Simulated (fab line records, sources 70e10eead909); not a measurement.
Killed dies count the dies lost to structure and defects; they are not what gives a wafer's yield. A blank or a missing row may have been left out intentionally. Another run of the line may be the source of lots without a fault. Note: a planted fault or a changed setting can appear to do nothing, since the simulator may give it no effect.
Struck lot and sound lot, side by side | flow nandHarc | 14 steps out of a route of 1159
Sound: these wafers, L818.1, L818.2, L818.5. The struck wafers were L827.3, L827.5, L827.6. At the end, the cause is stated.
Each step with rows lists, per side, the tool, then ch with its chambers, then its first start. Under that, the readings that differ: sound wafers | struck wafers | difference of the means | sigmas: that difference in standard deviations of wafers without a fault.
alike: words and numbers the same on both sides, and readings whose means are apart by under 2 such deviations; not compared: readings that were withheld, readings missing a value for some wafer, numbers with overlapping values and no deviation given by the record, and bounds like >300 which may hide the same value.
The two part at a step that has a row with sigmas, a row that says differs or no value, or rows on one side only. Numbers that have no deviation but don't overlap get no sigmas and don't part them. Lack of a reading on every wafer of one side parts them only where that side has two or more wafers.

first, 1 step without rows for these wafers: NHARC_A_ONON_D1_DEP_00 (target thk 1000 nm).
NHARC_A_ONON_D1_THK_MEAS_02: measures by ellipsometry.
  sound on filmMetro-01, day 8 21:16; struck on filmMetro-02, day 11 01:04
  alike: thkNm
after that, 1 step with no rows for these wafers: NHARC_A_ONON_D1_DEP_03 (target thk 1000 nm).
NHARC_A_ONON_D1_THK_MEAS_05: measures by ellipsometry.
  sound on filmMetro-02, day 8 21:57; struck on filmMetro-02, day 11 01:47
  alike: thkNm
after that, 1 step with no rows for these wafers: NHARC_A_ONON_D1_DEP_06 (target thk 1000 nm).
NHARC_A_ONON_D1_THK_MEAS_08: measures by ellipsometry.
  sound on filmMetro-01, day 8 22:31; struck on filmMetro-01, day 11 02:29
  alike: thkNm
after that, 1 step with no rows for these wafers: NHARC_A_ONON_D1_DEP_09 (target thk 1000 nm).
NHARC_A_ONON_D1_THK_MEAS_11: measures by ellipsometry.
  sound on filmMetro-01, day 8 23:05; struck on filmMetro-02, day 11 03:11
  alike: thkNm
after that, 1 step with no rows for these wafers: NHARC_A_ONON_D1_DEP_12 (target thk 1000 nm).
NHARC_A_ONON_D1_THK_MEAS_14: measures by ellipsometry.
  sound on filmMetro-01, day 8 23:39; struck on filmMetro-02, day 11 03:45
  alike: thkNm
then, 1 step without rows for these wafers: NHARC_A_ONON_D1_ANNEAL_15 (time 3600 s).
NHARC_A_ONON_D1_DEP_16: target thk 1000 nm.
  sound on pecvdOnon-02 ch 0, day 9 08:23; struck on pecvdOnon-01 ch 0, day 11 10:28
NHARC_A_ONON_D1_THK_MEAS_18: measures by ellipsometry.
  sound on filmMetro-02, day 9 08:55; struck on filmMetro-02, day 11 10:52
reading    | sound       | struck         | difference | sigmas
thkNm (nm) | 994 994 993 | 1043 1043 1043 | +49        | +7
after that, 1 step with no rows for these wafers: NHARC_A_ONON_D1_DEP_19 (target thk 1000 nm).

WHERE THEY PART
Only at NHARC_A_ONON_D1_THK_MEAS_18, within this record.

WHY: what the simulator had put in
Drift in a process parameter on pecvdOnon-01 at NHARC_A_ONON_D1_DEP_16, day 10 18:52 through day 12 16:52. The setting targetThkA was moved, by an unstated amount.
